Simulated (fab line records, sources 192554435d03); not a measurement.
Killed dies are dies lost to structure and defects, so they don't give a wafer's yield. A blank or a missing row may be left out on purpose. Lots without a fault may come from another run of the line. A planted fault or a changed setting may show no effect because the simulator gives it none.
Chamber matching | flow n5_finfet | N5_BEOL_M0_CUTY_DESCUM_61 on rie_diel-03: 4 sister chambers
The step chemistry O2, time 7.9 s. 4 wafers are shown with their chamber, then 11 later ones without.

WAFERS WITH THEIR CHAMBER
wafer  | chamber | throttle_valve_pct (%)
L083.4 | 1       | 20.92
L084.4 | 2       | 20.27
L085.5 | 3       | 20.39
L088.4 | 0       | 20.66

WAFERS WITHOUT THEIR CHAMBER
wafer  | throttle_valve_pct (%)
L088.5 | 20.95
L088.6 | 20.29
L091.2 | 20.68
L091.4 | 20.38
L091.5 | 20.66
L090.2 | 20.30
L090.4 | 20.65
L090.6 | 20.32
L097.1 | 20.42
L097.2 | 20.31
L097.6 | 20.32

WHICH CHAMBER EACH WENT THROUGH
wafer  | from the rows above     | in truth
L088.5 | 1                       | 1
L088.6 | 2                       | 2
L091.2 | 0                       | 0
L091.4 | 3                       | 3
L091.5 | 0                       | 0
L090.2 | can't be placed: 2 or 3 | 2
L090.4 | 0                       | 0
L090.6 | can't be placed: 2 or 3 | 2
L097.1 | 3                       | 3
L097.2 | can't be placed: 2 or 3 | 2
L097.6 | can't be placed: 2 or 3 | 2
Placed correctly: 7 of 11. Can't be placed from these rows: 4 (the true chamber is among the candidates in 4). Placed wrongly: 0.
How it was worked out, from the rows above alone: a wafer's distance from a chamber is the root of the sum, over the readings, of the square of ((its reading less the chamber's mean) divided by the reading's scatter). The wafer belongs to the nearest chamber; if the next one is less than 2 further off, it can't be placed. A chamber's mean is the mean of its shown wafers. The scatter: with one shown wafer a chamber, the root of the mean of the squares of how far each hidden wafer lies from its nearest shown one.
